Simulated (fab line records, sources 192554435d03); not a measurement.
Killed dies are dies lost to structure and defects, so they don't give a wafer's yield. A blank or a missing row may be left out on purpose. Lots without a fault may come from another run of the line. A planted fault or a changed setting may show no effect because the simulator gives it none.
Which tool did it? | flow n5_finfet | 23 lots, 69 wafers sampled, at 6 steps of a route of 1938

WHAT THE GAUGES READ, wafer by wafer
The record holds no reading of a measuring or inspecting step that can be judged against a usual standard deviation.

WHICH TOOL RAN EACH LOT (tool, then ch and the chambers of the sampled wafers, then the start)
lot  | N5_BEOL_M0_SAQP_DESCUM_45          | N5_BEOL_M0_CUTY_DESCUM_61          | N5_BEOL_M0_STRIP_142               | N5_BEOL_M0_ETCH_109                | N5_BEOL_M0_ANNEAL_133        | N5_BEOL_M0_ANNEAL_119
L076 | rie_diel-02 ch 0,1,3, day 6 10:05  | rie_diel-01 ch 0,2, day 6 11:31    | rie_diel-03 ch 2,3, day 6 12:43    | rie_diel-05 ch 0,1,3, day 6 12:55  | pvd_sputter-03, day 6 14:02  | rtp_anneal-01 ch 0, day 6 14:23
L075 | rie_diel-06 ch 0,1,3, day 6 13:13  | rie_diel-01 ch 0,3, day 6 14:47    | rie_diel-01 ch 1,2,3, day 6 18:09  | rie_diel-01 ch 1,2, day 6 18:20    | pvd_sputter-03, day 6 20:01  | rtp_anneal-02 ch 0, day 6 21:36
L078 | rie_diel-02 ch 1,3, day 6 23:04    | rie_diel-05 ch 0,1,3, day 7 00:34  | rie_diel-05 ch 0,1,3, day 7 04:10  | rie_diel-05 ch 0,1,3, day 7 04:26  | pvd_sputter-02, day 7 05:39  | rtp_anneal-01 ch 0, day 7 06:30
L074 | rie_diel-02 ch 1,2, day 6 23:58    | rie_diel-05 ch 2,3, day 7 01:22    | rie_diel-05 ch 2,3, day 7 04:23    | rie_diel-05 ch 2,3, day 7 04:36    | pvd_sputter-03, day 7 05:56  | rtp_anneal-02 ch 0, day 7 06:48
L079 | rie_diel-04 ch 0,3, day 7 00:07    | rie_diel-01 ch 0,2, day 7 01:52    | rie_diel-03 ch 2,3, day 7 04:20    | rie_diel-05 ch 0,1, day 7 04:31    | pvd_sputter-01, day 7 05:42  | rtp_anneal-02 ch 0, day 7 06:37
L080 | rie_diel-02 ch 1,2, day 7 04:08    | rie_diel-05 ch 0,2,3, day 7 05:38  | rie_diel-03 ch 1,3, day 7 06:19    | rie_diel-01 ch 0,2,3, day 7 06:31  | pvd_sputter-01, day 7 08:59  | rtp_anneal-02 ch 0, day 7 09:21
L081 | rie_diel-04 ch 1,3, day 7 09:06    | rie_diel-01 ch 1,2,3, day 7 10:32  | rie_diel-05 ch 1,2, day 7 13:49    | rie_diel-03 ch 0,2,3, day 7 14:11  | pvd_sputter-03, day 7 16:58  | rtp_anneal-02 ch 0, day 7 17:23
L082 | rie_diel-06 ch 0,2,3, day 7 18:25  | rie_diel-05 ch 2,3, day 7 19:59    | rie_diel-03 ch 1,2,3, day 7 23:13  | rie_diel-03 ch 0,1,3, day 7 23:25  | pvd_sputter-03, day 8 00:45  | rtp_anneal-02 ch 0, day 8 01:07
L083 | rie_diel-04 ch 0,1, day 7 23:10    | rie_diel-05 ch 1,2,3, day 8 00:55  | rie_diel-05 ch 1,3, day 8 04:50    | rie_diel-05 ch 1,3, day 8 05:02    | pvd_sputter-02, day 8 06:08  | rtp_anneal-02 ch 0, day 8 06:29
L084 | rie_diel-04 ch 0,1, day 8 08:47    | rie_diel-05 ch 0,3, day 8 10:28    | rie_diel-05 ch 0,1,2, day 8 13:00  | rie_diel-01 ch 0,1,2, day 8 13:35  | pvd_sputter-01, day 8 14:39  | rtp_anneal-01 ch 0, day 8 15:01
L085 | rie_diel-06 ch 1,2,3, day 8 10:16  | rie_diel-01 ch 0,1,2, day 8 11:32  | rie_diel-03 ch 0,2,3, day 8 13:06  | rie_diel-05 ch 1,2,3, day 8 13:43  | pvd_sputter-01, day 8 15:05  | rtp_anneal-02 ch 0, day 8 15:30
L086 | rie_diel-04 ch 0,1,3, day 8 21:55  | rie_diel-03 ch 1,2,3, day 9 01:15  | rie_diel-05 ch 1,3, day 9 04:24    | rie_diel-05 ch 0,3, day 9 04:35    | pvd_sputter-03, day 9 06:47  | rtp_anneal-02 ch 0, day 9 07:22
L087 | rie_diel-04 ch 0,1,3, day 9 05:32  | rie_diel-01 ch 1,2,3, day 9 07:07  | rie_diel-03 ch 2,3, day 9 10:51    | rie_diel-01 ch 0,1,3, day 9 11:02  | pvd_sputter-01, day 9 12:46  | rtp_anneal-01 ch 0, day 9 13:25
L088 | rie_diel-06 ch 0,1,3, day 9 09:23  | rie_diel-05 ch 0,1,2, day 9 10:40  | rie_diel-03 ch 2,3, day 9 11:40    | rie_diel-03 ch 0,1,2, day 9 11:52  | pvd_sputter-03, day 9 14:35  | rtp_anneal-02 ch 0, day 9 15:00
L090 | rie_diel-04 ch 0,1,3, day 9 15:49  | rie_diel-01 ch 0,2,3, day 9 17:05  | rie_diel-01 ch 1,2,3, day 9 18:14  | rie_diel-05 ch 0,3, day 9 18:37    | pvd_sputter-02, day 9 20:54  | rtp_anneal-02 ch 0, day 9 22:11
L089 | rie_diel-02 ch 1,2,3, day 9 16:44  | rie_diel-05 ch 0,2,3, day 9 18:41  | rie_diel-03 ch 0,1,2, day 9 20:04  | rie_diel-01 ch 0,2,3, day 9 20:20  | pvd_sputter-03, day 9 21:20  | rtp_anneal-01 ch 0, day 9 22:19
L091 | rie_diel-06 ch 0,1, day 10 01:44   | rie_diel-03 ch 0,1,2, day 10 03:30 | rie_diel-03 ch 0,2, day 10 07:05   | rie_diel-05 ch 2,3, day 10 07:17   | pvd_sputter-02, day 10 09:15 | rtp_anneal-01 ch 0, day 10 10:48
L092 | rie_diel-06 ch 0,2,3, day 10 05:13 | rie_diel-01 ch 0,3, day 10 06:32   | rie_diel-01 ch 1,3, day 10 07:25   | rie_diel-05 ch 0,3, day 10 07:37   | pvd_sputter-02, day 10 09:41 | rtp_anneal-02 ch 0, day 10 10:44
L093 | rie_diel-06 ch 1,2,3, day 10 08:31 | rie_diel-05 ch 0,1,3, day 10 10:00 | rie_diel-03 ch 0,1,2, day 10 15:25 | rie_diel-03 ch 0,2, day 10 15:38   | pvd_sputter-03, day 10 18:37 | rtp_anneal-02 ch 0, day 10 18:58
L094 | rie_diel-04 ch 1,3, day 10 22:20   | rie_diel-03 ch 0,3, day 10 23:59   | rie_diel-05 ch 0,1, day 11 01:10   | rie_diel-03 ch 1,2,3, day 11 01:23 | pvd_sputter-03, day 11 03:52 | rtp_anneal-01 ch 0, day 11 04:14
L095 | rie_diel-04 ch 1,2,3, day 11 02:39 | rie_diel-03 ch 0,1,3, day 11 05:14 | rie_diel-03 ch 1,2,3, day 11 06:44 | rie_diel-03 ch 0,1,3, day 11 07:02 | pvd_sputter-03, day 11 12:23 | rtp_anneal-02 ch 0, day 11 12:47
L096 | rie_diel-06 ch 0,1,3, day 11 09:27 | rie_diel-05 ch 0,2,3, day 11 10:50 | rie_diel-03 ch 1,2,3, day 11 17:47 | rie_diel-01 ch 0,2,3, day 11 18:03 | pvd_sputter-01, day 11 19:41 | rtp_anneal-02 ch 0, day 11 20:05
L097 | rie_diel-02 ch 0,3, day 11 18:11   | rie_diel-03 ch 0,2,3, day 11 19:44 | rie_diel-05 ch 0,1, day 11 20:34   | rie_diel-05 ch 0,3, day 11 20:45   | pvd_sputter-01, day 11 22:29 | rtp_anneal-01 ch 0, day 11 22:53
- N5_BEOL_M0_SAQP_DESCUM_45: chemistry O2, time 7 s.
- N5_BEOL_M0_CUTY_DESCUM_61: chemistry O2, time 7.9 s.
- N5_BEOL_M0_STRIP_142: strips in N2/H2, time 10 s.
- N5_BEOL_M0_ETCH_109: etches SiCN in CH3F/O2, target depth 8 nm, overetch 2.4 nm, time 27.4 s.
- N5_BEOL_M0_ANNEAL_133: time 60 s.
- N5_BEOL_M0_ANNEAL_119: time 90 s.

WHAT THE TOOLS THEMSELVES READ (means of the sampled wafers that have a number; where no wafer has one, the mark that the record gives instead)
N5_BEOL_M0_SAQP_DESCUM_45.
lot  | tool        | drypump_motor_current_A (A) | oes_product_au (a.u.) | rf_vpp_V (V) | showerhead_plenum_p_Torr (Torr) | throttle_valve_pct (%)
L076 | rie_diel-02 | 6.1                         | 0.80                  | 242.7        | 2.07                            | 20.46
L075 | rie_diel-06 | 5.9                         | 0.83                  | 243.1        | 2.05                            | 20.43
L078 | rie_diel-02 | 5.9                         | 0.81                  | 243.7        | 2.11                            | 20.54
L074 | rie_diel-02 | 5.5                         | 0.88                  | 243.1        | 2.12                            | 20.43
L079 | rie_diel-04 | 5.7                         | 0.80                  | 242.7        | 2.08                            | 20.36
L080 | rie_diel-02 | 5.4                         | 0.88                  | 243.4        | 2.12                            | 20.42
L081 | rie_diel-04 | 5.6                         | 0.80                  | 243.2        | 2.11                            | 20.27
L082 | rie_diel-06 | 5.9                         | 0.84                  | 242.9        | 2.13                            | 20.37
L083 | rie_diel-04 | 6.1                         | 0.68                  | 242.7        | 2.01                            | 20.78
L084 | rie_diel-04 | 6.0                         | 0.67                  | 242.1        | 2.03                            | 20.69
L085 | rie_diel-06 | 5.9                         | 0.76                  | 243.1        | 2.06                            | 20.51
L086 | rie_diel-04 | 5.9                         | 0.73                  | 242.0        | 2.06                            | 20.55
L087 | rie_diel-04 | 5.9                         | 0.72                  | 242.0        | 2.05                            | 20.55
L088 | rie_diel-06 | 5.9                         | 0.91                  | 243.8        | 2.13                            | 20.35
L090 | rie_diel-04 | 5.8                         | 0.72                  | 242.4        | 2.05                            | 20.55
L089 | rie_diel-02 | 5.7                         | 0.85                  | 244.0        | 2.12                            | 20.48
L091 | rie_diel-06 | 5.9                         | 0.95                  | 244.8        | 2.19                            | 20.16
L092 | rie_diel-06 | 5.9                         | 0.81                  | 243.1        | 2.12                            | 20.40
L093 | rie_diel-06 | 5.9                         | 0.85                  | 244.0        | 2.14                            | 20.40
L094 | rie_diel-04 | 5.7                         | 0.71                  | 242.5        | 2.07                            | 20.47
L095 | rie_diel-04 | 5.5                         | 0.74                  | 243.4        | 2.12                            | 20.50
L096 | rie_diel-06 | 5.9                         | 0.88                  | 243.5        | 2.13                            | 20.37
L097 | rie_diel-02 | 6.1                         | 0.81                  | 242.6        | 2.08                            | 20.44

N5_BEOL_M0_CUTY_DESCUM_61.
lot  | tool        | drypump_motor_current_A (A) | oes_product_au (a.u.) | rf_vpp_V (V) | showerhead_plenum_p_Torr (Torr) | throttle_valve_pct (%)
L076 | rie_diel-01 | 5.4                         | 0.76                  | 243.6        | 2.17                            | 20.56
L075 | rie_diel-01 | 6.0                         | 0.80                  | 242.7        | 2.13                            | 20.20
L078 | rie_diel-05 | 5.5                         | 0.85                  | 243.7        | 2.10                            | 20.58
L074 | rie_diel-05 | 5.3                         | 0.89                  | 244.7        | 2.22                            | 20.41
L079 | rie_diel-01 | 5.4                         | 0.76                  | 243.9        | 2.16                            | 20.56
L080 | rie_diel-05 | 5.5                         | 0.87                  | 245.1        | 2.16                            | 20.55
L081 | rie_diel-01 | 5.2                         | 0.78                  | 243.3        | 2.17                            | 20.52
L082 | rie_diel-05 | 4.9                         | 0.86                  | 245.8        | 2.22                            | 20.48
L083 | rie_diel-05 | 5.3                         | 0.86                  | 244.5        | 2.16                            | 20.44
L084 | rie_diel-05 | 5.7                         | 0.84                  | 243.3        | 2.11                            | 20.69
L085 | rie_diel-01 | 5.5                         | 0.80                  | 244.2        | 2.14                            | 20.50
L086 | rie_diel-03 | 5.6                         | 0.74                  | 243.1        | 2.08                            | 20.75
L087 | rie_diel-01 | 5.2                         | 0.76                  | 244.1        | 2.16                            | 20.55
L088 | rie_diel-05 | 5.8                         | 0.85                  | 243.3        | 2.10                            | 20.55
L090 | rie_diel-01 | 5.5                         | 0.73                  | 244.4        | 2.15                            | 20.44
L089 | rie_diel-05 | 5.4                         | 0.85                  | 244.3        | 2.16                            | 20.58
L091 | rie_diel-03 | 5.4                         | 0.76                  | 243.9        | 2.13                            | 20.64
L092 | rie_diel-01 | 6.0                         | 0.76                  | 243.2        | 2.12                            | 20.25
L093 | rie_diel-05 | 5.4                         | 0.82                  | 243.2        | 2.10                            | 20.60
L094 | rie_diel-03 | 6.1                         | 0.92                  | 245.3        | 2.23                            | 20.48
L095 | rie_diel-03 | 5.7                         | 0.83                  | 244.2        | 2.18                            | 20.51
L096 | rie_diel-05 | 5.5                         | 0.83                  | 244.2        | 2.15                            | 20.59
L097 | rie_diel-03 | 5.7                         | 0.81                  | 244.2        | 2.17                            | 20.65

N5_BEOL_M0_STRIP_142.
lot  | tool        | drypump_motor_current_A (A) | oes_product_au (a.u.) | rf_vpp_V (V) | showerhead_plenum_p_Torr (Torr) | throttle_valve_pct (%)
L076 | rie_diel-03 | 6.0                         | 0.73                  | 58.1         | 2.46                            | 23.89
L075 | rie_diel-01 | 5.2                         | 0.78                  | 59.6         | 2.61                            | 23.57
L078 | rie_diel-05 | 5.5                         | 0.85                  | 58.6         | 2.54                            | 23.80
L074 | rie_diel-05 | 5.3                         | 0.89                  | 59.6         | 2.70                            | 23.73
L079 | rie_diel-03 | 5.6                         | 0.75                  | 58.7         | 2.50                            | 23.87
L080 | rie_diel-03 | 5.6                         | 0.78                  | 59.9         | 2.52                            | 23.87
L081 | rie_diel-05 | 5.6                         | 0.88                  | 59.3         | 2.63                            | 23.83
L082 | rie_diel-03 | 5.7                         | 0.75                  | 59.0         | 2.51                            | 23.87
L083 | rie_diel-05 | 4.9                         | 0.84                  | 60.4         | 2.61                            | 23.80
L084 | rie_diel-05 | 5.8                         | 0.86                  | 59.0         | 2.55                            | 23.84
L085 | rie_diel-03 | 5.8                         | 0.73                  | 59.8         | 2.54                            | 23.89
L086 | rie_diel-05 | 5.0                         | 0.83                  | 59.7         | 2.61                            | 23.80
L087 | rie_diel-03 | 6.0                         | 0.70                  | 59.2         | 2.45                            | 23.92
L088 | rie_diel-03 | 5.6                         | 0.73                  | 59.0         | 2.50                            | 23.90
L090 | rie_diel-01 | 5.2                         | 0.76                  | 58.3         | 2.60                            | 23.59
L089 | rie_diel-03 | 5.4                         | 0.76                  | 59.5         | 2.58                            | 23.87
L091 | rie_diel-03 | 5.6                         | 0.75                  | 59.6         | 2.61                            | 23.88
L092 | rie_diel-01 | 5.3                         | 0.74                  | 58.7         | 2.61                            | 23.62
L093 | rie_diel-03 | 5.4                         | 0.76                  | 59.4         | 2.58                            | 23.88
L094 | rie_diel-05 | 5.8                         | 0.82                  | 58.9         | 2.46                            | 23.94
L095 | rie_diel-03 | 5.6                         | 0.84                  | 59.4         | 2.60                            | 23.81
L096 | rie_diel-03 | 5.7                         | 0.82                  | 58.4         | 2.60                            | 23.82
L097 | rie_diel-05 | 5.8                         | 0.81                  | 58.6         | 2.46                            | 23.95

N5_BEOL_M0_ETCH_109.
lot  | tool        | O2_flow_sccm (sccm) | drypump_motor_current_A (A) | oes_product_au (a.u.) | rf_vpp_V (V) | showerhead_plenum_p_Torr (Torr) | throttle_valve_pct (%)
L076 | rie_diel-05 | 19.99               | 5.5                         | 0.75                  | 297.3        | 2.01                            | 16.34
L075 | rie_diel-01 | 19.92               | 5.1                         | 0.71                  | 298.2        | 2.05                            | 16.33
L078 | rie_diel-05 | 19.98               | 5.5                         | 0.73                  | 297.4        | 2.00                            | 16.35
L074 | rie_diel-05 | 19.99               | 4.9                         | 0.75                  | 299.8        | 2.13                            | 16.34
L079 | rie_diel-05 | 19.96               | 5.8                         | 0.73                  | 296.6        | 1.94                            | 16.30
L080 | rie_diel-01 | 20.01               | 5.5                         | 0.64                  | 298.7        | 2.06                            | 16.35
L081 | rie_diel-03 | 19.98               | 5.7                         | 0.64                  | 297.5        | 2.01                            | 16.56
L082 | rie_diel-03 | 19.99               | 5.7                         | 0.65                  | 297.1        | 2.00                            | 16.44
L083 | rie_diel-05 | 20.02               | 5.3                         | 0.73                  | 296.9        | 2.00                            | 16.26
L084 | rie_diel-01 | 19.99               | 5.5                         | 0.67                  | 298.2        | 2.05                            | 16.32
L085 | rie_diel-05 | 20.00               | 5.3                         | 0.71                  | 298.3        | 2.06                            | 16.31
L086 | rie_diel-05 | 19.95               | 5.7                         | 0.70                  | 297.2        | 2.01                            | 16.47
L087 | rie_diel-01 | 20.05               | 5.6                         | 0.66                  | 298.8        | 2.04                            | 16.26
L088 | rie_diel-03 | 20.00               | 5.4                         | 0.65                  | 297.4        | 2.03                            | 16.44
L090 | rie_diel-05 | 20.06               | 5.2                         | 0.70                  | 298.1        | 2.06                            | 16.43
L089 | rie_diel-01 | 19.98               | 5.5                         | 0.64                  | 298.2        | 2.05                            | 16.40
L091 | rie_diel-05 | 20.08               | 5.3                         | 0.72                  | 299.6        | 2.12                            | 16.37
L092 | rie_diel-05 | 19.93               | 5.7                         | 0.70                  | 297.8        | 2.00                            | 16.49
L093 | rie_diel-03 | 19.97               | 5.6                         | 0.63                  | 298.1        | 2.05                            | 16.46
L094 | rie_diel-03 | 20.05               | 5.6                         | 0.71                  | 298.8        | 2.06                            | 16.47
L095 | rie_diel-03 | 20.02               | 5.7                         | 0.71                  | 298.7        | 2.08                            | 16.34
L096 | rie_diel-01 | 20.01               | 5.5                         | 0.63                  | 297.9        | 2.05                            | 16.42
L097 | rie_diel-05 | 20.06               | 5.7                         | 0.68                  | 296.7        | 2.00                            | 16.52

N5_BEOL_M0_ANNEAL_133.
lot  | tool           | heater_power_w (W)
L076 | pvd_sputter-03 | 770
L075 | pvd_sputter-03 | 731
L078 | pvd_sputter-02 | 933
L074 | pvd_sputter-03 | 749
L079 | pvd_sputter-01 | 814
L080 | pvd_sputter-01 | 812
L081 | pvd_sputter-03 | 786
L082 | pvd_sputter-03 | 735
L083 | pvd_sputter-02 | 788
L084 | pvd_sputter-01 | 769
L085 | pvd_sputter-01 | 800
L086 | pvd_sputter-03 | 770
L087 | pvd_sputter-01 | 792
L088 | pvd_sputter-03 | 767
L090 | pvd_sputter-02 | 877
L089 | pvd_sputter-03 | 737
L091 | pvd_sputter-02 | 814
L092 | pvd_sputter-02 | 799
L093 | pvd_sputter-03 | 761
L094 | pvd_sputter-03 | 772
L095 | pvd_sputter-03 | 744
L096 | pvd_sputter-01 | 804
L097 | pvd_sputter-01 | 790

N5_BEOL_M0_ANNEAL_119.
lot  | tool          | wafer_temp_C_max
L076 | rtp_anneal-01 | 226.19
L075 | rtp_anneal-02 | 225.59
L078 | rtp_anneal-01 | 225.92
L074 | rtp_anneal-02 | 225.59
L079 | rtp_anneal-02 | 225.64
L080 | rtp_anneal-02 | 225.70
L081 | rtp_anneal-02 | 225.83
L082 | rtp_anneal-02 | 225.76
L083 | rtp_anneal-02 | 225.91
L084 | rtp_anneal-01 | 226.24
L085 | rtp_anneal-02 | 225.60
L086 | rtp_anneal-02 | 225.87
L087 | rtp_anneal-01 | 226.17
L088 | rtp_anneal-02 | 225.95
L090 | rtp_anneal-02 | 225.87
L089 | rtp_anneal-01 | 226.19
L091 | rtp_anneal-01 | 226.10
L092 | rtp_anneal-02 | 225.68
L093 | rtp_anneal-02 | 225.73
L094 | rtp_anneal-01 | 226.18
L095 | rtp_anneal-02 | 225.75
L096 | rtp_anneal-02 | 225.91
L097 | rtp_anneal-01 | 225.98

THE ANSWER, worked out from the rows above alone
Rule: what is usual is taken from the lots themselves. Put in order of their means at a reading, lots are off if they are a third of the lots or fewer, leave a main group of 4 or more, and stand apart from it by a gap of 3 or more times the standard deviation of the main group's means; of several such gaps the widest counts. A main group whose means are all the same, to the digits that the tables above print for the reading, isn't used. A lot without any number at a reading at which 4 lots or more have one is off too. The other lots that the step has rows for count as sound. The gauges are gone through in route order, then the tools' own readings, and for those a lot's mean is taken as printed above. The first step at which some lot is off is used, and at that step the reading that is off furthest; a lot without a number counts as furthest.
No lot is off at any reading shown: from this, nothing can be told.

WHAT THE SIMULATOR HAD PUT IN
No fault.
